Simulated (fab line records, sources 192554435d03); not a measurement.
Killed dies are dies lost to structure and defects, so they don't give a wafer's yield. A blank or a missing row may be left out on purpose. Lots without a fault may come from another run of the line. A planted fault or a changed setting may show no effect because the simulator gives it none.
fab line records | flow n5_finfet
record lots=24 wafers=72 last_day=18
route steps=1938 shown BEOL_M6@1242 BEOL_M7@1311 BEOL_M8@1346
lots that met no fault: from a run of the same line without faults
start_h: hours from the record's first day to the start of the lot's first wafer shown | wait_h: hours since the lot's step before | " the same as in the row above | L1.1+2: a row that stands for several wafers | - no value, or no start given | * or withheld: withheld | < > ~ a bound
route shown NAME@n: a module of which the file shows steps, and the number in the route of the first | usual: mean/standard deviation of fault-free wafers | same: alike in all rows | chamber/n: place in a boat | sites: the reading at each site | _std_site: their standard deviation | _edge_site: outer sites' mean less inner sites' | radius_mm: how far each site lies from the wafer's centre | mask NAME#n: copy n | behind: the tool/chamber that last shaped the wafer | hold: why the lot was held/for how many hours/how that ended | device: the transistor (n, p or np) that didn't switch | end of line: the same wafers' tests at the end of the route | a step without rows: its recipe alone | killed: dies lost to structure and defects at the first sort, not the wafer's yield | map: a wafer's dies, x killed, . not, _ none there
set.NAME: the setting as run; set.NAME@STEP: as run at that earlier step | model.NAME: the simulator's own value behind a step, which no gauge read
steps of the route over a sample of lots; a table a step, a row a wafer
services: from which hour (start_h, from the record's first day; less than 0 if before it) a tool's chamber was out of use, for how many hours, and why
## steps
# step N5_BEOL_M6_OCD_MEAS_38
# usual trench_depth_nm=94.7/1.3
# columns lot.wafer tool chamber start_h wait_h trench_depth_nm
L074.2 ocd-02 - 189.95 - 92.1
L074.3 " - " " 94.4
L074.6 " - " " 92.2
L075.1 ocd-01 - 192.34 - 93.5
L075.3 " - " " 95.1
L075.5 " - " " 94.9
L076.2 ocd-02 - 201.82 - 94.2
L076.3 " - " " 94.5
L076.5 " - " " 94.5
L077.3 ocd-02 - 207.59 - 97.2
L077.5 " - " " 93.2
L077.6 " - " " 95.1
L078.2 ocd-02 - 214.07 - 94.5
L078.4 " - " " 95.9
L078.6 " - " " 96.9
L080.1 ocd-01 - 221.38 - 97.5
L080.3 " - " " 93.6
L080.5 " - " " 95.7
L079.2 ocd-02 - 230.80 - 94.7
L079.3 " - " " 93.0
L079.6 " - " " 95.6
L081.1 ocd-01 - 231.17 - 92.9
L081.3 " - " " 96.3
L081.6 " - " " 95.8
L083.3 ocd-02 - 237.73 - 93.4
L083.4 " - " " 95.0
L083.5 " - " " 94.3
L082.2 ocd-02 - 247.30 - 92.8
L082.3 " - " " 93.9
L082.5 " - " " 95.0
L084.1 ocd-02 - 259.01 - 96.0
L084.2 " - " " 93.6
L084.4 " - " " 95.7
L085.2 ocd-02 - 262.41 - 94.9
L085.3 " - " " 95.0
L085.5 " - " " 94.4
L086.1 ocd-01 - 266.04 - 94.0
L086.4 " - " " 95.6
L086.6 " - " " 94.0
L087.1 ocd-02 - 273.95 - 96.1
L087.4 " - " " 94.0
L087.5 " - " " 93.2
L088.2 ocd-01 - 275.66 - 95.7
L088.5 " - " " 95.5
L088.6 " - " " 93.3
L089.4 ocd-02 - 279.90 - 95.8
L089.5 " - " " 95.1
L089.6 " - " " 92.7
L090.1 ocd-01 - 286.87 - 94.7
L090.2 " - " " 94.7
L090.6 " - " " 92.6
L091.1 ocd-01 - 290.00 - 96.6
L091.3 " - " " 96.6
L091.5 " - " " 96.7
L092.1 ocd-02 - 302.77 - 91.3
L092.2 " - " " 94.0
L092.6 " - " " 94.5
L094.1 ocd-01 - 306.47 - 92.6
L094.5 " - " " 92.6
L094.6 " - " " 96.5
L093.1 ocd-01 - 313.58 - 94.4
L093.4 " - " " 97.8
L093.5 " - " " 95.8
L095.1 ocd-01 - 322.99 - 96.7
L095.2 " - " " 92.1
L095.4 " - " " 94.6
L096.2 ocd-02 - 325.81 - 91.9
L096.3 " - " " 94.5
L096.5 " - " " 95.5
L097.1 ocd-02 - 336.81 - 95.6
L097.3 " - " " 96.6
L097.5 " - " " 96.4
# step N5_BEOL_M7_OCD_MEAS_38
# usual trench_depth_nm=93.1/1.7
# columns lot.wafer tool chamber start_h wait_h trench_depth_nm
L074.2 ocd-02 - 201.14 - 93.6
L074.3 " - " " 91.5
L074.6 " - " " 93.9
L075.1 ocd-02 - 201.64 - 93.2
L075.3 " - " " 91.7
L075.5 " - " " 91.3
L076.2 ocd-02 - 210.88 - 94.0
L076.3 " - " " 92.2
L076.5 " - " " 93.5
L077.3 ocd-01 - 218.22 - 91.5
L077.5 " - " " 91.6
L077.6 " - " " 91.7
L078.2 ocd-01 - 224.06 - 95.6
L078.4 " - " " 96.2
L078.6 " - " " 94.7
L080.1 ocd-02 - 233.94 - 95.0
L080.3 " - " " 95.5
L080.5 " - " " 94.9
L079.2 ocd-02 - 241.74 - 92.0
L079.3 " - " " 94.7
L079.6 " - " " 93.2
L081.1 ocd-02 - 242.33 - 91.8
L081.3 " - " " 94.1
L081.6 " - " " 91.3
L083.3 ocd-01 - 247.74 - 93.4
L083.4 " - " " 90.6
L083.5 " - " " 90.5
L082.2 ocd-01 - 259.06 - 92.3
L082.3 " - " " 90.8
L082.5 " - " " 91.1
L084.1 ocd-01 - 266.17 - 92.4
L084.2 " - " " 93.4
L084.4 " - " " 94.8
L085.2 ocd-01 - 274.46 - 91.4
L085.3 " - " " 93.8
L085.5 " - " " 95.0
L086.1 ocd-02 - 278.25 - 95.4
L086.4 " - " " 91.9
L086.6 " - " " 96.4
L087.1 ocd-01 - 283.73 - 94.3
L087.4 " - " " 92.3
L087.5 " - " " 94.7
L088.2 ocd-02 - 286.17 - 90.4
L088.5 " - " " 93.6
L088.6 " - " " 91.7
L089.4 ocd-01 - 288.39 - 93.2
L089.5 " - " " 90.6
L089.6 " - " " 96.4
L090.1 ocd-01 - 294.75 - 93.1
L090.2 " - " " 90.5
L090.6 " - " " 95.2
L091.1 ocd-02 - 296.84 - 91.6
L091.3 " - " " 92.5
L091.5 " - " " 92.4
L092.1 ocd-02 - 310.14 - 97.0
L092.2 " - " " 91.4
L092.6 " - " " 92.5
L094.1 ocd-01 - 313.57 - 94.1
L094.5 " - " " 95.0
L094.6 " - " " 94.7
L093.1 ocd-01 - 321.01 - 96.9
L093.4 " - " " 92.6
L093.5 " - " " 90.5
L095.1 ocd-02 - 332.06 - 89.8
L095.2 " - " " 91.3
L095.4 " - " " 95.2
L096.2 ocd-01 - 335.24 - 93.5
L096.3 " - " " 91.5
L096.5 " - " " 97.4
L097.1 ocd-02 - 346.67 - 92.2
L097.3 " - " " 94.0
L097.5 " - " " 90.5
# step N5_BEOL_M7_CURE_75
# recipe temp_c=370 time_s=120 ambient=DMADMS/He material=SiCOH_lowk
# usual lamp_power_pct=52.32/0.06 wafer_temp_C_max=372.2/0.83
# columns lot.wafer tool chamber start_h wait_h lamp_power_pct wafer_temp_C_max
L074.2 uv_cure-01 1 201.48 0.1 52.30 370.5
L074.3 " 1 " " 52.29 371.6
L074.6 " 1 " " 52.30 371.4
L075.1 uv_cure-02 0 201.83 0.0 52.35 371.3
L075.3 " 0 " " 52.23 371.9
L075.5 " 0 " " 52.33 371.8
L076.2 uv_cure-01 0 211.12 0.1 52.42 373.8
L076.3 " 0 " " 52.29 373.0
L076.5 " 0 " " 52.32 372.2
L077.3 uv_cure-01 0 218.52 0.1 52.33 372.0
L077.5 " 0 " " 52.38 372.0
L077.6 " 0 " " 52.31 372.2
L078.2 uv_cure-01 1 224.62 0.4 52.40 371.3
L078.4 " 1 " " 52.24 371.3
L078.6 " 1 " " 52.41 371.4
L080.1 uv_cure-01 1 234.14 0.0 52.25 371.4
L080.3 " 1 " " 52.43 371.1
L080.5 " 1 " " 52.29 371.1
L079.2 uv_cure-03 2 241.99 0.1 52.38 373.8
L079.3 " 2 " " 52.35 373.4
L079.6 " 2 " " 52.30 373.5
L081.1 uv_cure-02 2 242.52 0.0 52.35 373.7
L081.3 " 2 " " 52.37 372.4
L081.6 " 2 " " 52.32 373.3
L083.3 uv_cure-03 0 248.03 0.1 52.29 372.6
L083.4 " 0 " " 52.31 372.8
L083.5 " 0 " " 52.33 373.6
L082.2 uv_cure-02 2 259.44 0.2 52.40 372.9
L082.3 " 2 " " 52.26 373.6
L082.5 " 2 " " 52.34 372.5
L084.1 uv_cure-01 0 266.39 0.1 52.26 372.9
L084.2 " 0 " " 52.36 372.5
L084.4 " 0 " " 52.42 372.2
L085.2 uv_cure-03 2 274.85 0.2 52.37 372.8
L085.3 " 2 " " 52.34 372.4
L085.5 " 2 " " 52.23 373.2
L086.1 uv_cure-02 2 278.45 0.0 52.32 373.5
L086.4 " 2 " " 52.25 372.3
L086.6 " 2 " " 52.33 373.0
L087.1 uv_cure-01 1 283.92 0.0 52.28 371.2
L087.4 " 1 " " 52.28 370.9
L087.5 " 1 " " 52.38 371.2
L088.2 uv_cure-03 0 286.42 0.1 52.28 372.6
L088.5 " 0 " " 52.27 372.9
L088.6 " 0 " " 52.30 372.6
L089.4 uv_cure-02 1 288.73 0.2 52.36 370.8
L089.5 " 1 " " 52.24 370.8
L089.6 " 1 " " 52.33 370.8
L090.1 uv_cure-02 2 294.95 0.0 52.33 371.8
L090.2 " 2 " " 52.36 373.3
L090.6 " 2 " " 52.34 374.1
L091.1 uv_cure-03 0 297.03 0.0 52.34 372.1
L091.3 " 0 " " 52.35 372.1
L091.5 " 0 " " 52.32 372.1
L092.1 uv_cure-02 1 310.34 0.0 52.33 370.9
L092.2 " 1 " " 52.31 371.4
L092.6 " 1 " " 52.35 371.4
L094.1 uv_cure-01 2 313.76 0.0 52.24 372.7
L094.5 " 2 " " 52.29 371.9
L094.6 " 2 " " 52.31 372.3
L093.1 uv_cure-03 1 321.41 0.2 52.29 372.6
L093.4 " 1 " " 52.42 372.4
L093.5 " 1 " " 52.34 371.7
L095.1 uv_cure-03 0 332.26 0.0 52.24 371.8
L095.2 " 0 " " 52.35 372.0
L095.4 " 0 " " 52.35 371.8
L096.2 uv_cure-03 2 335.53 0.1 52.33 372.1
L096.3 " 2 " " 52.29 373.2
L096.5 " 2 " " 52.17 373.4
L097.1 uv_cure-01 2 346.87 0.0 52.34 372.1
L097.3 " 2 " " 52.40 373.0
L097.5 " 2 " " 52.30 372.5
# step N5_BEOL_M8_OVL_MEAS_12
# recipe points_per_wafer=44
# usual M8_OVL=-0.1/0.82
# columns lot.wafer tool chamber start_h wait_h M8_OVL[nm]
L074.2 overlay-01 0 207.50 0.0 0.0
L074.3 " 0 " " 0.6
L074.6 " 0 " " 0.6
L075.1 overlay-02 0 208.05 0.0 0.6
L075.3 " 0 " " 0.7
L075.5 " 0 " " 0.2
L076.2 overlay-01 0 219.27 0.1 1.1
L076.3 " 0 " " -0.7
L076.5 " 0 " " -0.2
L077.3 overlay-01 0 226.04 0.0 -0.5
L077.5 " 0 " " -0.2
L077.6 " 0 " " -0.3
L078.2 overlay-01 0 232.07 0.0 -0.1
L078.4 " 0 " " -0.7
L078.6 " 0 " " -0.9
L080.1 overlay-01 0 243.31 0.0 0.7
L080.3 " 0 " " 1.8
L080.5 " 0 " " 0.4
L079.2 overlay-01 0 247.62 0.0 0.2
L079.3 " 0 " " 0.8
L079.6 " 0 " " -0.2
L081.1 overlay-01 0 248.04 0.0 -0.9
L081.3 " 0 " " -0.9
L081.6 " 0 " " 0.0
L083.3 overlay-02 0 253.84 0.0 -0.8
L083.4 " 0 " " -0.2
L083.5 " 0 " " -0.5
L082.2 overlay-02 0 265.92 0.0 -1.4
L082.3 " 0 " " -0.1
L082.5 " 0 " " -0.3
L084.1 overlay-02 0 274.13 0.0 -0.2
L084.2 " 0 " " -0.4
L084.4 " 0 " " -1.2
L085.2 overlay-02 0 281.19 0.0 0.6
L085.3 " 0 " " 0.9
L085.5 " 0 " " 0.8
L086.1 overlay-01 0 284.09 0.0 0.2
L086.4 " 0 " " 0.4
L086.6 " 0 " " 0.2
L087.1 overlay-01 0 290.26 0.0 1.1
L087.4 " 0 " " 0.5
L087.5 " 0 " " 0.9
L088.2 overlay-01 0 290.74 0.0 -0.9
L088.5 " 0 " " 0.2
L088.6 " 0 " " -0.2
L089.4 overlay-01 0 294.44 0.0 1.3
L089.5 " 0 " " 1.1
L089.6 " 0 " " 0.9
L090.1 overlay-01 0 303.05 0.0 -0.1
L090.2 " 0 " " 0.8
L090.6 " 0 " " 0.9
L091.1 overlay-02 0 303.39 0.0 -1.6
L091.3 " 0 " " -0.2
L091.5 " 0 " " -0.8
L092.1 overlay-01 0 316.75 0.0 -0.2
L092.2 " 0 " " -0.7
L092.6 " 0 " " -0.8
L094.1 overlay-01 0 320.26 0.0 0.4
L094.5 " 0 " " 0.9
L094.6 " 0 " " 1.5
L093.1 overlay-02 0 326.24 0.0 1.1
L093.4 " 0 " " -0.1
L093.5 " 0 " " 0.7
L095.1 overlay-02 0 338.41 0.0 -0.4
L095.2 " 0 " " 0.5
L095.4 " 0 " " 0.3
L096.2 overlay-01 0 341.75 0.0 0.2
L096.3 " 0 " " -0.6
L096.5 " 0 " " -0.1
L097.1 overlay-02 0 355.01 0.0 -1.6
L097.3 " 0 " " -0.5
L097.5 " 0 " " -2.1
# step N5_BEOL_M8_INSPECT_13
# recipe mode=adi inspect_instrument=brightfield
# usual raw_defect_count=415/87
# columns lot.wafer tool chamber start_h wait_h raw_defect_count
L074.2 defect_inspect-02 - 207.52 0.0 341
L074.3 " - " " 416
L074.6 " - " " 369
L075.1 defect_inspect-01 - 208.07 0.0 425
L075.3 " - " " 306
L075.5 " - " " 320
L076.2 defect_inspect-02 - 219.29 0.0 536
L076.3 " - " " 425
L076.5 " - " " 546
L077.3 defect_inspect-01 - 226.06 0.0 340
L077.5 " - " " 282
L077.6 " - " " 345
L078.2 defect_inspect-02 - 232.10 0.0 505
L078.4 " - " " 324
L078.6 " - " " 525
L080.1 defect_inspect-01 - 243.33 0.0 336
L080.3 " - " " 254
L080.5 " - " " 340
L079.2 defect_inspect-02 - 247.65 0.0 558
L079.3 " - " " 562
L079.6 " - " " 547
L081.1 defect_inspect-01 - 248.06 0.0 291
L081.3 " - " " 283
L081.6 " - " " 301
L083.3 defect_inspect-02 - 253.86 0.0 469
L083.4 " - " " 361
L083.5 " - " " 291
L082.2 defect_inspect-02 - 265.95 0.0 382
L082.3 " - " " 373
L082.5 " - " " 443
L084.1 defect_inspect-01 - 274.15 0.0 471
L084.2 " - " " 373
L084.4 " - " " 439
L085.2 defect_inspect-01 - 281.21 0.0 411
L085.3 " - " " 322
L085.5 " - " " 329
L086.1 defect_inspect-02 - 284.11 0.0 321
L086.4 " - " " 520
L086.6 " - " " 377
L087.1 defect_inspect-02 - 290.28 0.0 433
L087.4 " - " " 313
L087.5 " - " " 300
L088.2 defect_inspect-01 - 290.76 0.0 489
L088.5 " - " " 331
L088.6 " - " " 528
L089.4 defect_inspect-01 - 294.46 0.0 416
L089.5 " - " " 279
L089.6 " - " " 347
L090.1 defect_inspect-01 - 303.07 0.0 385
L090.2 " - " " 429
L090.6 " - " " 331
L091.1 defect_inspect-02 - 303.41 0.0 267
L091.3 " - " " 451
L091.5 " - " " 390
L092.1 defect_inspect-02 - 316.77 0.0 357
L092.2 " - " " 450
L092.6 " - " " 353
L094.1 defect_inspect-02 - 320.28 0.0 555
L094.5 " - " " 432
L094.6 " - " " 456
L093.1 defect_inspect-01 - 326.27 0.0 499
L093.4 " - " " 332
L093.5 " - " " 384
L095.1 defect_inspect-02 - 338.44 0.0 324
L095.2 " - " " 385
L095.4 " - " " 405
L096.2 defect_inspect-01 - 341.77 0.0 444
L096.3 " - " " 345
L096.5 " - " " 503
L097.1 defect_inspect-01 - 355.03 0.0 389
L097.3 " - " " 343
L097.5 " - " " 322
# step N5_BEOL_M8_STRIP_67
# recipe chemistry=CF4 resist=SiARC power_w=300 bias_power_w=75 pressure_mtorr=50 cf4_flow_sccm=150 rf_frequency_hz=6e+07
# usual drypump_motor_current_A=5.9/0.4 oes_product_au=0.82/0.11 rf_vpp_V=270.8/1.4 showerhead_plenum_p_Torr=1.77/0.049 throttle_valve_pct=13.48/0.22
# columns lot.wafer tool chamber start_h wait_h drypump_motor_current_A oes_product_au rf_hours_counter_h rf_vpp_V showerhead_plenum_p_Torr throttle_valve_pct
L074.2 rie_diel-02 2 207.80 0.0 5.8 0.97 1 270.0 1.77 13.36
L074.3 " 1 " " 5.4 0.73 195 271.7 1.85 13.51
L074.6 " 3 " " 5.9 0.83 - 270.5 1.74 13.55
L075.1 rie_diel-05 3 208.34 0.0 6.5 0.70 215 272.5 1.83 13.88
L075.3 " 0 " " 5.8 0.70 232 272.3 1.84 13.61
L075.5 " 1 " " 5.2 0.69 - 270.8 1.83 13.88
L076.2 rie_diel-02 3 219.62 0.0 6.0 0.83 62 269.6 1.74 13.54
L076.3 " 2 " " 5.8 0.94 4 270.6 1.77 13.38
L076.5 " 3 " " 6.0 0.82 - 269.9 1.74 13.55
L077.3 rie_diel-03 3 226.35 0.0 5.9 0.70 213 270.8 1.78 13.51
L077.5 " 1 " " 6.3 0.76 - 271.1 1.78 13.57
L077.6 " 3 " " 5.9 0.70 - 269.8 1.78 13.48
L078.2 rie_diel-05 1 232.37 0.0 5.1 0.69 234 271.6 1.82 13.89
L078.4 " 3 " " 6.5 0.69 222 271.3 1.83 13.90
L078.6 " 3 " " 6.5 0.70 - 272.4 1.83 13.90
L080.1 rie_diel-05 3 243.79 0.0 6.5 0.69 226 272.5 1.83 13.90
L080.3 " 0 " " 5.8 0.68 244 272.3 1.84 13.62
L080.5 " 3 " " 6.5 0.69 - 271.2 1.83 13.89
L079.2 rie_diel-03 2 248.18 0.0 5.5 0.96 11 269.6 1.76 13.19
L079.3 " 1 " " 6.3 0.75 146 271.1 1.78 13.58
L079.6 " 1 " " 6.3 0.76 - 271.8 1.78 13.59
L081.1 rie_diel-03 1 248.73 0.0 6.4 0.75 146 270.9 1.78 13.59
L081.3 " 0 " " 6.3 1.00 2 270.6 1.77 13.34
L081.6 " 1 " " 6.3 0.76 - 271.4 1.78 13.59
L083.3 rie_diel-03 3 254.38 0.0 5.9 0.69 225 267.4 1.77 13.53
L083.4 " 0 " " 6.3 0.99 4 269.9 1.77 13.36
L083.5 " 1 " " 6.3 0.75 - 270.5 1.78 13.57
L082.2 rie_diel-02 1 266.22 0.0 5.4 0.71 216 272.5 1.84 13.54
L082.3 " 3 " " 5.9 0.82 80 271.9 1.73 13.60
L082.5 " 2 " " 5.7 0.89 - 270.7 1.77 13.44
L084.1 rie_diel-03 2 274.43 0.0 5.4 0.92 19 272.5 1.76 13.21
L084.2 " 0 " " 6.3 0.96 10 270.8 1.77 13.36
L084.4 " 1 " " 6.4 0.75 - 271.6 1.78 13.61
L085.2 rie_diel-03 2 281.48 0.0 5.5 0.93 21 269.3 1.76 13.22
L085.3 " 1 " " 6.4 0.74 156 270.7 1.78 13.62
L085.5 " 2 " " 5.5 0.93 - 270.2 1.76 13.21
L086.1 rie_diel-05 0 284.38 0.0 5.7 1.00 2 272.7 1.84 13.06
L086.4 " 3 " " 6.5 0.68 - 270.3 1.82 13.95
L086.6 " 0 " " 5.7 0.99 - 272.9 1.84 13.06
L087.1 rie_diel-05 2 290.59 0.0 5.5 0.84 59 269.5 1.75 13.28
L087.4 " 2 " " 5.5 0.85 - 269.6 1.75 13.26
L087.5 " 0 " " 5.8 0.97 - 272.4 1.84 13.08
L088.2 rie_diel-02 0 291.03 0.0 6.3 0.72 184 266.6 1.63 13.70
L088.5 " 1 " " 5.4 0.70 - 270.8 1.84 13.56
L088.6 " 2 " " 5.8 0.87 - 271.3 1.77 13.44
L089.4 rie_diel-03 2 294.97 0.0 5.5 0.92 27 269.3 1.76 13.20
L089.5 " 1 " " 6.3 0.74 - 270.6 1.78 13.60
L089.6 " 0 " " 6.3 0.94 - 269.8 1.77 13.38
L090.1 rie_diel-02 0 303.40 0.0 6.3 0.71 190 266.6 1.63 13.71
L090.2 " 1 " " 5.4 0.70 230 273.7 1.84 13.56
L090.6 " 0 " " 6.3 0.72 - 268.8 1.63 13.72
L091.1 rie_diel-02 1 303.69 0.0 5.4 0.70 230 272.6 1.84 13.55
L091.3 " 3 " " 6.0 0.80 94 269.5 1.73 13.62
L091.5 " 0 " " 6.4 0.72 - 267.7 1.63 13.73
L092.1 rie_diel-05 1 317.05 0.0 5.1 0.95 10 271.7 1.82 13.36
L092.2 " 0 " " 5.8 0.95 16 272.2 1.83 13.09
L092.6 " 2 " " 5.5 0.84 - 268.3 1.74 13.28
L094.1 rie_diel-03 2 320.82 0.0 5.4 0.90 37 268.6 1.76 13.24
L094.5 " 3 " " 5.9 0.68 - 271.5 1.77 13.57
L094.6 " 0 " " 6.3 0.92 - 269.5 1.76 13.41
L093.1 rie_diel-03 3 326.58 0.0 5.9 0.68 246 271.3 1.77 13.56
L093.4 " 0 " " 6.3 0.91 32 268.9 1.76 13.40
L093.5 " 0 " " 6.3 0.92 - 269.7 1.76 13.42
L095.1 rie_diel-03 2 338.71 0.0 5.5 0.88 45 269.5 1.75 13.25
L095.2 " 1 " " 6.3 0.73 176 272.3 1.77 13.64
L095.4 " 2 " " 5.5 0.88 - 269.7 1.75 13.25
L096.2 rie_diel-03 1 342.51 0.0 6.3 0.73 177 270.6 1.77 13.66
L096.3 " 0 " " 6.3 0.90 38 269.7 1.76 13.43
L096.5 " 0 " " 6.3 0.91 - 269.5 1.76 13.44
L097.1 rie_diel-05 2 355.36 0.0 5.5 0.82 84 269.3 1.74 13.33
L097.3 " 0 " " 5.8 0.90 32 271.0 1.83 13.13
L097.5 " 3 " " 6.5 0.94 - 272.0 1.82 13.40
## services
# columns tool chamber start_h hours kind
rie_diel-03 2 203.59 - clean
rie_diel-03 2 203.59 - consumable_replace:focus_ring
rie_diel-03 2 203.59 17.8 scheduled_down
rie_diel-03 2 203.59 17.8 vent_cycle
uv_cure-02 - 213.58 11.4 repair
rie_diel-03 1 217.32 3.5 repair
uv_cure-03 - 219.99 14.6 pm
rie_diel-03 0 221.39 - clean
rie_diel-03 0 221.39 - consumable_replace:focus_ring
uv_cure-01 - 238.22 2.1 pm
rie_diel-05 3 253.97 1.8 repair
rie_diel-02 1 259.41 3.0 repair
uv_cure-01 - 262.91 1.0 pm
rie_diel-02 0 272.35 6.4 repair
rie_diel-03 3 272.91 8.3 repair
uv_cure-02 - 282.70 0.8 repair
uv_cure-02 - 290.68 1.0 pm
rie_diel-03 2 308.08 2.5 repair
rie_diel-03 3 308.34 5.9 repair
rie_diel-03 1 314.59 8.3 repair
rie_diel-05 2 335.38 4.5 repair
uv_cure-03 - 338.82 4.3 pm
uv_cure-01 - 343.16 1.2 repair
rie_diel-02 1 349.06 28.8 repair
## key
fault none
